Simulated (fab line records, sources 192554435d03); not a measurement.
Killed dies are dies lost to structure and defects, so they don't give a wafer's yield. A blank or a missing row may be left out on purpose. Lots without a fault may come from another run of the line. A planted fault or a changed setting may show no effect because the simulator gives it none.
One fault seen from 3 desks | flow n5_finfet | each desk has only its own numbers; what lay behind them comes last

THE TOOL OWNER'S DESK: pecvd-02
The tool's own readings at N5_FIN_SAQP_PECVD_06 (deposits a-Si from SiH4/He, target thk 60 nm, time 48.1 s): means of the sampled wafers that have a number, for each lot that ran on this tool. A lot is out of limits, marked OUT, if its mean lies more than 4 standard deviations from the usual mean; the brackets give that distance.
Columns: A = heater_power_w at N5_FIN_SAQP_PECVD_06, usual 841 W; B = showerhead_plenum_p_Torr at N5_FIN_SAQP_PECVD_06, usual 5.69 Torr; C = showerhead_vpp_V at N5_FIN_SAQP_PECVD_06, usual 605 V; D = throttle_valve_pct at N5_FIN_SAQP_PECVD_06, usual 17.8 %
lot  | first seen here | A   | B    | C   | D
L821 | day 2 03:17     | 860 | 5.72 | 607 | 17.7
L838 | day 6 09:52     | 877 | 5.68 | 624 | 17.9
L840 | day 6 21:37     | 893 | 5.69 | 613 | 17.0
L842 | day 7 09:14     | 898 | 5.64 | 629 | 17.2
This desk's finding: nothing out of limits on any of the 4 lots.

THE DEFECT DESK
What the inspections along the route counted, lot by lot: means of the sampled wafers that have a number. A lot is out of limits, marked OUT, if its mean lies more than 4 standard deviations from the usual mean; the brackets give that distance.
Columns: A = raw_defect_count at N5_FIN_SAQP_INSPECT_18, usual 427; B = raw_defect_count at N5_FIN_SAQP_INSPECT_40, usual 232; C = raw_defect_count at N5_FIN_CUT_INSPECT_10, usual 42; D = raw_defect_count at N5_FIN_CUT_INSPECT_17, usual 233
lot  | first seen here | A   | B              | C             | D
L820 | day 1 21:07     | 374 | 178            | 51            | 203
L821 | day 2 03:49     | 362 | 290            | 37            | 300
L827 | day 3 17:05     | 479 | 188            | 29            | 165
L830 | day 4 09:44     | 429 | 290            | 51            | 271
L838 | day 6 10:30     | 532 | 263            | 38            | 230
L840 | day 6 22:17     | 766 | 655 (+6.3) OUT | 481 (+37) OUT | 628 (+5.8) OUT
L842 | day 7 09:52     | 635 | 494            | 276 (+20) OUT | 488
L843 | day 7 16:28     | 448 | 194            | 38            | 194
This desk's finding: out of limits on L840, L842; first on L840, day 7 02:58 (raw_defect_count at N5_FIN_SAQP_INSPECT_40). In limits: L820, L821, L827, L830, L838, L843.

THE METROLOGY DESK
What the gauges read, lot by lot, whatever tool the lot ran on: means of the sampled wafers that have a number. A lot is out of limits, marked OUT, if its mean lies more than 4 standard deviations from the usual mean; the brackets give that distance. Of its 11 readings 7 are shown: those that lie furthest out on some lot.
Columns: A = FIN_CORE_OVL at N5_FIN_SAQP_OVL_MEAS_17, usual -0.3 nm; B = DIBL_N at N5_BEOL_M4_RC_MEAS_101, usual 36.4 mV/V; C = IOFF_N at N5_BEOL_M4_RC_MEAS_101, usual 0.164 nA/um; D = ION_N at N5_BEOL_M4_RC_MEAS_101, usual 675 uA/um; E = ION_P at N5_BEOL_M4_RC_MEAS_101, usual 463 uA/um; F = VT_N at N5_BEOL_M4_RC_MEAS_101, usual 249.2 mV; G = VT_P at N5_BEOL_M4_RC_MEAS_101, usual -250.1 mV
lot  | first seen here | A    | B    | C     | D   | E   | F     | G
L820 | day 1 21:05     | 0.9  | 36.9 | 0.146 | 671 | 454 | 249.8 | -255.4
L821 | day 2 03:48     | 0.2  | 37.3 | 0.148 | 669 | 465 | 251.8 | -248.3
L827 | day 3 17:04     | 0.6  | 38.4 | 0.199 | 687 | 464 | 244.6 | -248.9
L830 | day 4 09:43     | -0.7 | 37.0 | 0.176 | 675 | 462 | 247.0 | -249.5
L838 | day 6 10:28     | 0.0  | 37.0 | 0.173 | 677 | 467 | 246.5 | -248.3
L840 | day 6 22:15     | -0.1 | 36.6 | 0.154 | 673 | 464 | 248.0 | -250.9
L842 | day 7 09:51     | -0.1 | 35.9 | 0.151 | 665 | 462 | 250.5 | -250.1
L843 | day 7 16:27     | -0.5 | 37.3 | 0.174 | 676 | 460 | 249.2 | -250.6
This desk's finding: nothing out of limits on any of the 8 lots.

PUT TOGETHER
The defect desk could have raised an alarm at day 7 02:58, on L840, L842.
The tool owner's desk saw nothing out of limits.
The metrology desk saw nothing out of limits.
The tool owner's desk has L840, L842 on record, within its limits.
The metrology desk has L840, L842 on record, within its limits.
Of the lots named, all ran N5_FIN_SAQP_PECVD_06 on pecvd-02.

WHAT THE SIMULATOR HAD PUT IN
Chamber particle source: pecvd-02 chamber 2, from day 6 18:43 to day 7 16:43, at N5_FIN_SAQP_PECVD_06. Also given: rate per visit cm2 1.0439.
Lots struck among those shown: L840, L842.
Hours from the fault's start to each desk's first reading out of limits: the defect desk, 8.
